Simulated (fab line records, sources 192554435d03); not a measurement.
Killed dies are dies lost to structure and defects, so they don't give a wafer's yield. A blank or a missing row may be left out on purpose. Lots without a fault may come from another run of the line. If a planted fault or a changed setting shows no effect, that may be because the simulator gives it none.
Chamber matching / flow n5Finfet / 4 sister chambers for N5_BEOL_M11_ETCH_66 on rieDiel-03
The step etches SOC in N2/H2, target depth 120 nm, overetch 24 nm, time 180 s. 4 wafers are shown with their chamber, then 8 later ones without.

EACH WAFER AND ITS CHAMBER
wafer=L085.1; chamber=1; drypumpMotorCurrentA (A)=5.8
wafer=L085.2; chamber=3; drypumpMotorCurrentA (A)=5.2
wafer=L086.5; chamber=0; drypumpMotorCurrentA (A)=6.2
wafer=L091.1; chamber=2; drypumpMotorCurrentA (A)=6.2

WAFERS WITH NO CHAMBER GIVEN
wafer=L091.2; drypumpMotorCurrentA (A)=5.7
wafer=L091.4; drypumpMotorCurrentA (A)=6.2
wafer=L092.1; drypumpMotorCurrentA (A)=6.2
wafer=L092.4; drypumpMotorCurrentA (A)=5.2
wafer=L092.6; drypumpMotorCurrentA (A)=6.3
wafer=L095.2; drypumpMotorCurrentA (A)=6.3
wafer=L095.3; drypumpMotorCurrentA (A)=5.8
wafer=L095.5; drypumpMotorCurrentA (A)=6.2

THE CHAMBER EACH PASSED THROUGH
wafer=L091.2; from the rows above=1; in truth=1
wafer=L091.4; from the rows above=can't be placed: 0 or 2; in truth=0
wafer=L092.1; from the rows above=can't be placed: 0 or 2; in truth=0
wafer=L092.4; from the rows above=3; in truth=3
wafer=L092.6; from the rows above=can't be placed: 0 or 2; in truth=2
wafer=L095.2; from the rows above=can't be placed: 0 or 2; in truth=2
wafer=L095.3; from the rows above=1; in truth=1
wafer=L095.5; from the rows above=can't be placed: 0 or 2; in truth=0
Correct placement for 3 of the 8. Not placeable from these rows: 5 (in 5, the candidates include the true chamber). Wrongly placed: 0.
How it was worked out, from the rows above alone: a wafer's distance from a chamber is the root of the sum, over the readings, of the square of ((its reading less the chamber's mean) divided by the reading's scatter). If the next closest chamber is less than 2 further off than the closest, the wafer can't be placed; otherwise it belongs to the closest. For every chamber, the mean is computed from those of its wafers that are shown. The scatter (one wafer shown for each chamber): square how far every hidden wafer sits from the nearest shown wafer, average those squares and take the square root.
